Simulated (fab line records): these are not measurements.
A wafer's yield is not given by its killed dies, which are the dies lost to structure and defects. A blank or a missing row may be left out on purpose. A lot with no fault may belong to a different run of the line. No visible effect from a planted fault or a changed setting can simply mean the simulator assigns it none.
Split-lot study + flow n5-finfet + 7 lots, 21 wafers read, on a route of 1938 steps

## THE SPLIT ITSELF
At N5_ZERO_LAYER_EXPOSE_08 (exposes mask ZERO, defocus 0 nm, target cd 2000 nm), the setting dose-mj was moved away from the recipe's 16.2 on 5 of the 21 wafers read, by +5.9% to +7.0%. For the rest of the wafers, this setting stayed at what the recipe calls for.

## FROM THE SPLIT TO THE READING: what the file shows between them, 3 steps
- N5_ZERO_LAYER_PEB_09
- N5_ZERO_LAYER_DEVELOP_10: develop time 60 s
- N5_ZERO_LAYER_HARDBAKE_23: time 120 s

## THE READING
cd-nm (nm) at N5_ZERO_LAYER_CD_MEAS_11, where the cd target is 2000 nm. Typical for fault-free wafers on this fab line: 2000.3 nm, with standard deviation 1.6 nm.

| wafer  | tool, chamber at the split | dose-mj as run | against the recipe | cd-nm, nm | against lot-mates on the recipe |
|--------|----------------------------|----------------|--------------------|-----------|---------------------------------|
| L079.1 | krf-scanner-02, 0          | 16.2           | recipe             | 1999.0    | -                               |
| L079.2 | krf-scanner-02, 0          | 17.33          | +7.0%              | 2011.8    | +12.8                           |
| L079.3 | krf-scanner-02, 0          | 17.33          | +7.0%              | 2011.5    | +12.5                           |
| L083.1 | krf-scanner-02, 0          | 16.2           | recipe             | 1998.1    | -                               |
| L083.3 | krf-scanner-02, 0          | 16.2           | recipe             | 2000.8    | -                               |
| L083.6 | krf-scanner-02, 0          | 16.2           | recipe             | 1999.7    | -                               |
| L085.1 | krf-scanner-01, 0          | 16.2           | recipe             | 2001.4    | -                               |
| L085.5 | krf-scanner-01, 0          | 17.16          | +5.9%              | 2010.7    | +9.3                            |
| L085.6 | krf-scanner-01, 0          | 17.16          | +5.9%              | 2011.5    | +10.1                           |
| L086.2 | krf-scanner-01, 0          | 17.3           | +6.8%              | 2012.4    | +15.7                           |
| L086.4 | krf-scanner-01, 0          | 16.2           | recipe             | 1996.7    | -                               |
| L086.6 | krf-scanner-01, 0          | 16.2           | recipe             | 1996.8    | -                               |
| L089.1 | krf-scanner-01, 0          | 16.2           | recipe             | 2003.1    | -                               |
| L089.3 | krf-scanner-01, 0          | 16.2           | recipe             | 2001.2    | -                               |
| L089.5 | krf-scanner-01, 0          | 16.2           | recipe             | 2001.1    | -                               |
| L093.1 | krf-scanner-02, 0          | 16.2           | recipe             | 2000.3    | -                               |
| L093.4 | krf-scanner-02, 0          | 16.2           | recipe             | 2002.5    | -                               |
| L093.6 | krf-scanner-02, 0          | 16.2           | recipe             | 2001.8    | -                               |
| L096.1 | krf-scanner-01, 0          | 16.2           | recipe             | 1999.8    | -                               |
| L096.3 | krf-scanner-01, 0          | 16.2           | recipe             | 1999.0    | -                               |
| L096.5 | krf-scanner-01, 0          | 16.2           | recipe             | 1999.2    | -                               |

FIT RESULTS
A straight line over all 21 wafers: cd-nm changes by +1.76 nm for each +1% of dose-mj; r = +0.95; the points scatter about the line by 1.7 nm.
The same after taking each lot's own level away (the mean of its wafers on the recipe; 21 wafers): +1.86 nm for each +1%; r = +0.98; scatter 1.1 nm.
On that fit, the largest move of dose-mj shifts the reading by 13 nm.
The lots' own levels span 1996.75 to 2001.80 nm, that is 3.2 times the standard deviation above.
The two slopes agree, so the slope changes little with the lot-to-lot level.
Check: with one of the wafers moved furthest among these (+7.0%) left out of the fit, the line predicts +13 nm for it against its lot-mates. Against them it came out at +12.8 nm.

## ADDITIONAL SPLITS CARRIED BY THESE WAFERS
Before the reading, these wafers also passed through other splits. Each is held against what the fit with the lots' levels taken away leaves over:
| other split on the same wafers | wafers away from the commonest value | r with cd-nm (lot level and that fit taken away) |
|--------------------------------|--------------------------------------|--------------------------------------------------|
| N5_ZERO_LAYER_COAT_05 spin-rpm | 8                                    | +0.07                                            |

## THE WHOLE CHAIN: every reading that the file lists as answering this split, in the file's order
| step                     | what it does             | reading                                                           | change (the file's fit)              | r (the file's) |
|--------------------------|--------------------------|-------------------------------------------------------------------|--------------------------------------|----------------|
| N5_ZERO_LAYER_CD_MEAS_11 | target cd 2000 nm        | cd-nm                                                             | +1.94 nm for each +1% of the setting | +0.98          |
| N5_ZERO_LAYER_DESCUM_16  | chemistry O2, time 7.9 s | ZERO_LAYER.cd-nm (the simulator's own value, which no gauge read) | +1.9 nm for each +1% of the setting  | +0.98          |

## FILE'S OWN FIT
cd-nm changes by +1.94 nm for each +1% of dose-mj, r = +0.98.
